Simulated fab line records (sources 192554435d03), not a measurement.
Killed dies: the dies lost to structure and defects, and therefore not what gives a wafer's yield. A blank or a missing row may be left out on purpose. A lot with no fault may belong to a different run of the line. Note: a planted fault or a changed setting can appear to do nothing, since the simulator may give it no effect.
A lot that was struck, set against a sound lot + flow n5_finfet + 33 steps out of a route of 1938
Sound: the wafers L197.1, L197.4, L197.6. Struck: wafers L210.2, L210.3, L210.4. The cause is named last.
Per side, at each step with rows, come the tool, then ch with its chambers, and then its first start. Under that, the readings that differ: sound wafers + struck wafers + difference of the means + sigmas: that difference in standard deviations of wafers without a fault.
alike: same words and numbers on both sides, and readings whose means sit less than 2 such deviations apart. not compared: any withheld reading, any reading some wafer has no value for, any bound like >300 that may hide the same value, and any number with overlapping values for which the record gives no deviation.
Wherever a step has rows on one side only, a row that says differs or no value, or a row with sigmas, the two part there. When numbers do not overlap yet have no deviation, they are printed without sigmas and do not part them. A reading missing from all wafers of one side parts the sides only when that side holds two or more wafers.

first, 10 steps without rows for these wafers: N5_SD_EPI_P_PRECLEAN_51 (cleans in NF3:NH3, afs cycles 1, time 20 s, sublimation time 60 s); N5_SD_EPI_P_VAPOR_ETCH_44 (etches SiGe30 in NF3/Ar, time 3.3 s); N5_SD_EPI_P_EPI_21 (deposits SiGe:B, time 355 s); N5_SD_EPI_P_HM_STRIP_48 (strips SiNx in H3PO4, material SiNx, target depth 3 nm); N5_SD_EPI_P_SRD_49 (time 30 s); N5_SD_EPI_P_PRECLEAN_24 (cleans in O3/DIW, time 45 s); N5_SD_EPI_P_PRECLEAN_32 (cleans in dHF, time 10 s); N5_SD_EPI_P_PRECLEAN_33 (cleans in SC2, time 45 s); N5_SD_EPI_P_SRD_25 (time 30 s); N5_SD_ACTIVATION_RTA_00 (time 0 s).
N5_SD_ACTIVATION_LSA_01: time 0.0008 s.
  sound on laser_anneal-02 ch 0, day 5 06:20; struck on laser_anneal-02, day 8 02:04
  no value came back on the struck wafers for time_s (s), wafer_temp_C_max; on the sound wafers time_s (s) reads 0.0008 0.0008 0.0008
N5_SD_ACTIVATION_RS_MEAS_03: the measuring method here is four-point-probe.
  sound on film_metro-02, day 5 06:32; struck on film_metro-02, day 8 02:16
| reading          | sound             | struck            | difference | sigmas |
|------------------|-------------------|-------------------|------------|--------|
| RS_SD_N (ohm/sq) | 22.37 22.31 21.96 | 29.42 29.67 29.22 | +7.22      | +29    |
  alike: RS_SD_P
then, 19 steps without rows for these wafers: N5_ILD0_LINER_00 (material SiNx, target thk 4 nm, pulse time 1 s, purge time 2 s); N5_ILD0_FCVD_FILL_01 (material SiO2 flowable, target thk 200 nm, time 328.3 s); N5_ILD0_CURE_02 (time 1800 s); N5_ILD0_CMP_03 (polishes, stops on SiNx, t overpolish 1.9 s, target thk 197.38 nm); N5_ILD0_CMP_07 (polishes SiO2 flowable, stops on poly-Si, t overpolish 1.18 s, target thk 138.88 nm); N5_ILD0_PRECLEAN_10 (cleans in NF3:NH3, afs cycles 5, time 20 s, sublimation time 60 s); N5_ILD0_ALD_15 (deposits SiNx, target thk 24 nm, pulse time 1 s, ald cycles 480); N5_ILD0_CMP_12 (polishes SiNx, stops on poly-Si, t overpolish 6 s, target thk 17.67 nm); N5_SDB_HM_DEP_00 (deposits SiNx from SiH4/NH3/N2, target thk 40 nm, time 35.3 s); N5_SDB_COAT_03 (time 60 s, resist thk 100 nm); N5_SDB_COAT_04 (time 60 s, resist thk 18 nm); N5_SDB_COAT_05 (resist thk 90 nm); N5_SDB_EBR_07; N5_SDB_SOFTBAKE_06 (time 60 s); N5_SDB_EXPOSE_08 (exposes mask SDB); N5_SDB_PEB_09 (peb time 60 s); N5_SDB_DEVELOP_10 (develop time 30 s); N5_SDB_DESCUM_16 (chemistry O2, time 7.9 s); N5_SDB_ETCH_17 (etches SiARC in CF4, target depth 23.4 nm, time 39 s).
-- the record jumps here: 7 days lie between the struck wafers' starts before and after (it left off in module SDB and takes up again in module BEOL_M4, whose first step shown is number 1111 of the route) --
N5_BEOL_M4_RC_MEAS_101:
  sound on prober-01 ch 0, day 12 01:31; struck on prober-01 ch 0, day 15 12:49
| reading             | sound          | struck         | difference | sigmas |
|---------------------|----------------|----------------|------------|--------|
| ION_P (uA/um)       | 476 483 486    | 462 462 463    | -19        | -2     |
| RC_DENSE_N (ohm.um) | 19.8 18.5 19.0 | 25.6 26.8 26.4 | +7.2       | +12    |
| RC_N (ohm.um)       | 16.2 15.3 15.5 | 20.7 21.5 21.5 | +5.6       | +11    |
| REXT_N (ohm.um)     | 74.2 73.2 74.1 | 87.7 87.7 87.4 | +13.8      | +7     |
| RS_SD_N (ohm/sq)    | 29.2 29.3 28.8 | 36.6 36.9 36.1 | +7.4       | +21    |
  alike: DIBL_N, DIBL_P, IOFF_N, IOFF_P, ION_N, SS_N, SS_P, VT_N, VT_P
then, 1 step without rows for these wafers: N5_PASSIVATION_PROBE_49.

WHERE THEY PART
At N5_SD_ACTIVATION_LSA_01 first; at N5_BEOL_M4_RC_MEAS_101 last (within this record only).

WHY: the cause the simulator had injected
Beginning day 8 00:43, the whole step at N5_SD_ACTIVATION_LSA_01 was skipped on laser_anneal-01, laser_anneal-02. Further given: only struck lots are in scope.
